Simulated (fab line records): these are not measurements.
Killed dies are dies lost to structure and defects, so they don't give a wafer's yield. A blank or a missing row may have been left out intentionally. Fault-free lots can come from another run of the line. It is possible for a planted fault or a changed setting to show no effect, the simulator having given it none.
What tool caused it? || flow n5-finfet || 17 wafers from 6 lots sampled at 3 of the route's 1938 steps

== WHAT EACH GAUGE READ, for each wafer ==
N5_FIN_SAQP_THK_MEAS_05.
{"lot": "L928", "measured": "day 2 02:55", "on": "film-metro-01", "thk-nm (nm)": "37.9 38.6"}
{"lot": "L930", "measured": "day 2 14:29", "on": "film-metro-01", "thk-nm (nm)": "38.3 38.3 39.1"}
{"lot": "L932", "measured": "day 3 03:10", "on": "film-metro-01", "thk-nm (nm)": "38.2 38.8 38.2"}
{"lot": "L944", "measured": "day 6 03:00", "on": "film-metro-02", "thk-nm (nm)": "37.3 38.5 38.4"}
{"lot": "L948", "measured": "day 7 04:07", "on": "film-metro-02", "thk-nm (nm)": "38.3 38.5 39.0"}
{"lot": "L950", "measured": "day 7 14:45", "on": "film-metro-01", "thk-nm (nm)": "37.2 37.8 37.9"}

== WHAT TOOL EACH LOT RAN ON (gives the tool, then ch and the chambers of the sampled wafers, and finally the start) ==
{"lot": "L928", "N5_PMOS_HMC_CHANNEL_EPI_HM_OPEN_15": "rie-diel-01 ch 0,2, day 1 23:20", "N5_FIN_SAQP_HM_DEP_03": "pecvd-01 ch 2, day 2 02:49"}
{"lot": "L930", "N5_PMOS_HMC_CHANNEL_EPI_HM_OPEN_15": "rie-diel-05 ch 0,1,3, day 2 11:11", "N5_FIN_SAQP_HM_DEP_03": "pecvd-02 ch 0,1,2, day 2 14:24"}
{"lot": "L932", "N5_PMOS_HMC_CHANNEL_EPI_HM_OPEN_15": "rie-diel-01 ch 0,2,3, day 2 23:28", "N5_FIN_SAQP_HM_DEP_03": "pecvd-04 ch 1,2, day 3 03:05"}
{"lot": "L944", "N5_PMOS_HMC_CHANNEL_EPI_HM_OPEN_15": "rie-diel-05 ch 1,2,3, day 5 23:35", "N5_FIN_SAQP_HM_DEP_03": "pecvd-02 ch 1,2, day 6 02:55"}
{"lot": "L948", "N5_PMOS_HMC_CHANNEL_EPI_HM_OPEN_15": "rie-diel-02 ch 0,1, day 7 00:28", "N5_FIN_SAQP_HM_DEP_03": "pecvd-02 ch 0,1,2, day 7 04:01"}
{"lot": "L950", "N5_PMOS_HMC_CHANNEL_EPI_HM_OPEN_15": "rie-diel-02 ch 1,2, day 7 11:21", "N5_FIN_SAQP_HM_DEP_03": "pecvd-04 ch 0,2, day 7 14:40"}
- N5_PMOS_HMC_CHANNEL_EPI_HM_OPEN_15: chemistry CHF3/O2, target SiO2, target depth 40.6 nm, time 20.3 s.
- N5_FIN_SAQP_HM_DEP_03: deposits SiNx from SiH4/NH3/N2, target thk 38 nm, time 33.6 s.

== THE ANSWER, worked out from the rows above alone ==
Rule: the usual values come from the lots themselves. Put in order of their means at a reading, lots are off if they are a third of the lots or fewer, leave a main group of 4 or more, and stand apart from it by a gap of 3 or more times the standard deviation of the main group's means; of several such gaps the widest counts. Not used: any main group whose means are identical at the precision the tables above print for the reading. A lot without any number at a reading at which 4 lots or more have one is off too. The other lots that the step has rows for count as sound.
None of the lots is off at any reading shown; this tells nothing.

== WHAT THE SIMULATOR HAD PUT IN ==
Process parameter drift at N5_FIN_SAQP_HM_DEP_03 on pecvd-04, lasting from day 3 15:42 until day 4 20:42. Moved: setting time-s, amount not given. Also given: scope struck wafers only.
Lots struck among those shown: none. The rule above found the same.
